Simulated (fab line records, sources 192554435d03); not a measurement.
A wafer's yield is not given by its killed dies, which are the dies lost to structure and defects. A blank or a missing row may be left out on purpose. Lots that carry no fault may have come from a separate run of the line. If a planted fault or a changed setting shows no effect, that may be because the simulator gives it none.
Comparing a struck lot with a sound one -- flow n5Finfet -- 36 steps out of a route of 1938
Sound: the wafers L500.1, L500.4, L500.6. The struck wafers were L504.1, L504.2, L504.6. At the end, the cause is stated.
Per side, at each step with rows, come the tool, then ch with its chambers, and then its first start. Under that, the readings that differ: sound wafers -- struck wafers -- difference of the means -- sigmas: that difference in standard deviations of wafers without a fault.
alike: a reading whose means differ by less than 2 such deviations, as well as words and numbers matching on both sides. not compared: withheld readings; readings where some wafer has no value; bounds like >300 that might hide an equal value; numbers whose values overlap and for which the record gives no deviation.
A row with sigmas, a row that says differs or no value, or rows on one side alone: a step with any of these is where the two part. Numbers that have no deviation but don't overlap get no sigmas and don't part them. Lack of a reading on every wafer of one side parts them only where that side has two or more wafers.

first, 9 steps without rows for these wafers: N5_ILD0_PRECLEAN_10 (cleans in NF3:NH3, afs cycles 5, time 20 s, sublimation time 60 s); N5_ILD0_ALD_15 (deposits SiNx, target thk 24 nm, pulse time 1 s, ald cycles 480); N5_ILD0_CMP_12 (polishes SiNx, stops on poly-Si, t overpolish 6 s, target thk 17.67 nm); N5_SDB_HM_DEP_00 (deposits SiNx from SiH4/NH3/N2, target thk 40 nm, time 35.3 s); N5_SDB_COAT_03 (time 60 s, resist thk 100 nm); N5_SDB_COAT_04 (time 60 s, resist thk 18 nm); N5_SDB_COAT_05 (resist thk 90 nm); N5_SDB_EBR_07; N5_SDB_SOFTBAKE_06 (time 60 s).
N5_SDB_EXPOSE_08: exposes mask SDB.
  sound on arfiScanner-01 ch 0, day 4 08:35; struck on arfiScanner-01 ch 0, day 5 09:36
reading,sound,struck,difference,sigmas
model.SDB.overlayXNm (nm),0.4 0.4 0.4,7.8 7.8 7.8,+7.4,
  alike: mask
then, 2 steps without rows for these wafers: N5_SDB_PEB_09 (peb time 60 s); N5_SDB_DEVELOP_10 (develop time 30 s).
N5_SDB_OVL_MEAS_12:
  sound on overlay-01 ch 0, day 4 08:45; struck on overlay-02 ch 0, day 5 09:45
reading,sound,struck,difference,sigmas
SDB_OVL (nm),1.2 1.5 0.9,7.7 8.1 8.1,+6.8,+10
then, 21 steps without rows for these wafers: N5_SDB_DESCUM_16 (chemistry O2, time 7.9 s); N5_SDB_ETCH_17 (etches SiARC in CF4, target depth 23.4 nm, time 39 s); N5_SDB_ETCH_18 (etches SOC in N2/H2, target depth 100 nm, overetch 20 nm, time 150 s); N5_SDB_STRIP_19 (strips in N2/H2); N5_SDB_STRIP_21 (strips in CF4); N5_SDB_HM_OPEN_20 (chemistry CH3F/O2, target SiNx, stops on poly-Si, target depth 24 nm); N5_SDB_STRIP_22 (strips in N2/H2); N5_SDB_PRECLEAN_23 (cleans in dHF, time 30 s); N5_SDB_DUMMY_REMOVE_24 (chemistry TMAH, target poly-Si, stops on SiO2, target depth 142 nm, time 57 s, rinse time 30 s); N5_SDB_ETCH_25 (etches SiO2 in C4F6/O2, target depth 10 nm, time 3.3 s); N5_SDB_CUT_ETCH_26 (etches Si in HBr/Cl2/O2, target depth 129.6 nm, bt time 20 s, time 51.8 s); N5_SDB_PRECLEAN_38 (cleans in dHF, time 10 s); N5_SDB_PRECLEAN_39 (cleans in O3/DIW, time 45 s); N5_SDB_SRD_28 (time 30 s); N5_SDB_ALD_29 (deposits SiNx, target thk 30 nm, pulse time 1 s, ald cycles 600); N5_SDB_CMP_30 (polishes, stops on poly-Si, t overpolish 1.54 s, target thk 30 nm); N5_DUMMY_REMOVAL_HM_STRIP_01 (strips SiNx in CH3F/O2, stops on poly-Si, target depth 4 nm, time 6.8 s); N5_DUMMY_REMOVAL_STRIP_10 (strips in N2/H2, time 40 s); N5_DUMMY_REMOVAL_PRECLEAN_07 (cleans in dHF, time 30 s); N5_DUMMY_REMOVAL_DUMMY_REMOVE_02 (chemistry TMAH, target poly-Si, stops on SiO2, target depth 142 nm, time 57 s, rinse time 30 s); N5_DUMMY_REMOVAL_PRECLEAN_08 (cleans in NF3:NH3, afs cycles 2, time 20 s, sublimation time 60 s).
-- record jumps: 4 days separate the struck wafers' starts on either side; left off in module DUMMY_REMOVAL, taken up again in module BEOL_M4, whose first shown step is the route's number 1111 --
N5_BEOL_M4_RC_MEAS_101:
  sound on prober-02 ch 0, day 8 16:49; struck on prober-02 ch 0, day 9 11:56
reading,sound,struck,difference,sigmas
VT_P (mV),-256 -257 -261,-252 -250 -248,+8,+2
  alike: DIBL_N, DIBL_P, IOFF_N, IOFF_P, ION_N, ION_P, SS_N, SS_P, VT_N
-- record jumps: 4 days separate the struck wafers' starts on either side; left off in module BEOL_M4, taken up again in module PASSIVATION, whose first shown step is the route's number 1936 --
N5_PASSIVATION_PROBE_49:
  record: rows for the struck wafers here (prober-01, day 13 21:16), none for the sound ones

== WHERE THEY PART ==
Earliest at N5_SDB_OVL_MEAS_12; latest, in this record, at N5_PASSIVATION_PROBE_49.

WHY: what had been put in by the simulator
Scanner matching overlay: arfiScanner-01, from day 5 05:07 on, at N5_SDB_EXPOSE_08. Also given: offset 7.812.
